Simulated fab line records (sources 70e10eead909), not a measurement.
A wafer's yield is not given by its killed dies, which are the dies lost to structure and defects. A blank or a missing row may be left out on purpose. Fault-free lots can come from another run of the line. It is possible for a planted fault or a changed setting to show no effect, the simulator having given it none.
Matching of chambers / flow nand-harc / NHARC_A_CONTACT_ETCH_75 on rie-diel-04: 4 sister chambers
The step etches the open film in CF4, target depth 39 nm, time 65 s. 4 wafers are shown with their chamber, then 11 later ones without.

## WAFERS WITH THEIR CHAMBER
wafer=L081.6; chamber=3; drypump-motor-current-A (A)=5.7
wafer=L083.1; chamber=1; drypump-motor-current-A (A)=5.2
wafer=L083.2; chamber=0; drypump-motor-current-A (A)=5.4
wafer=L089.1; chamber=2; drypump-motor-current-A (A)=5.7

## WAFERS WHOSE CHAMBER IS MISSING
wafer=L089.3; drypump-motor-current-A (A)=5.2
wafer=L089.4; drypump-motor-current-A (A)=5.5
wafer=L090.2; drypump-motor-current-A (A)=5.2
wafer=L090.3; drypump-motor-current-A (A)=5.7
wafer=L090.6; drypump-motor-current-A (A)=5.2
wafer=L091.2; drypump-motor-current-A (A)=5.5
wafer=L091.3; drypump-motor-current-A (A)=5.7
wafer=L091.6; drypump-motor-current-A (A)=5.7
wafer=L092.1; drypump-motor-current-A (A)=5.5
wafer=L092.5; drypump-motor-current-A (A)=5.7
wafer=L092.6; drypump-motor-current-A (A)=5.7

## EACH ONE'S CHAMBER
wafer=L089.3; from the rows above=1; in truth=1
wafer=L089.4; from the rows above=can't be placed: 0 or 2 or 3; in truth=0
wafer=L090.2; from the rows above=1; in truth=1
wafer=L090.3; from the rows above=can't be placed: 2 or 3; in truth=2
wafer=L090.6; from the rows above=1; in truth=1
wafer=L091.2; from the rows above=can't be placed: 0 or 2 or 3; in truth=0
wafer=L091.3; from the rows above=can't be placed: 2 or 3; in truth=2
wafer=L091.6; from the rows above=can't be placed: 2 or 3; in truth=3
wafer=L092.1; from the rows above=can't be placed: 0 or 2 or 3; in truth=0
wafer=L092.5; from the rows above=can't be placed: 2 or 3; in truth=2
wafer=L092.6; from the rows above=can't be placed: 2 or 3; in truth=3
Correct placement for 3 of the 11. These rows do not allow placing 8 (true chamber among the candidates in 8). Placed wrongly: 0.
How it was worked out, from the rows above alone: a wafer's distance from a chamber is the root of the sum, over the readings, of the square of ((its reading less the chamber's mean) divided by the reading's scatter). If the next closest chamber is less than 2 further off than the closest, the wafer can't be placed; otherwise it belongs to the closest. A chamber's mean is the mean of its shown wafers. The scatter (one wafer shown for each chamber): square how far every hidden wafer sits from the nearest shown wafer, average those squares and take the square root.
